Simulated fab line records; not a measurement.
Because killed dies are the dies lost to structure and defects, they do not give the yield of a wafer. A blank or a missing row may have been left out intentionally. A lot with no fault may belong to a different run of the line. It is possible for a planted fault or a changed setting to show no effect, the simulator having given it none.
Matching of chambers	flow n5-finfet	ald-sin-02 running N5_FIN_SAQP_SPACER2_ALD_28: 4 sister chambers
The step deposits SiO2, target thk 8.1 nm, pulse time 1 s, purge time 2 s. 8 wafers are shown with their chamber, then 8 later ones without.

== WAFERS PAIRED WITH THEIR CHAMBERS ==
wafer	chamber	heater-power-w (W)	precursor-pulse-height-rel
L075.1	2	492	1.018
L083.5	3	432	0.970
L084.5	1	464	1.019
L084.6	0	501	0.976
L085.3	0	506	0.986
L085.4	3	434	1.043
L085.6	2	488	0.997
L088.1	1	471	0.999

== WAFERS WITH NO CHAMBER GIVEN ==
wafer	heater-power-w (W)	precursor-pulse-height-rel
L088.2	436	0.993
L088.4	433	1.009
L091.1	488	0.985
L091.4	438	0.965
L091.5	437	0.958
L092.4	459	1.002
L092.5	439	0.971
L092.6	485	0.992

== CHAMBER TAKEN BY EACH ==
wafer	from the rows above	in truth
L088.2	3	3
L088.4	3	3
L091.1	2	2
L091.4	3	3
L091.5	3	3
L092.4	1	1
L092.5	3	3
L092.6	2	2
Correctly placed: 8 of 8. Left unplaced by these rows: 0. Number placed wrongly: 0.
How it was worked out, from the rows above alone: a wafer's distance from a chamber is the root of the sum, over the readings, of the square of ((its reading less the chamber's mean) divided by the reading's scatter). The wafer belongs to the nearest chamber; if the next one is less than 2 further off, it can't be placed. A chamber's mean is the mean of its shown wafers. How the scatter is found: for the shown wafers, subtract from each reading the mean of its chamber, square and add these, divide the total by (wafers less chambers), then take the root.
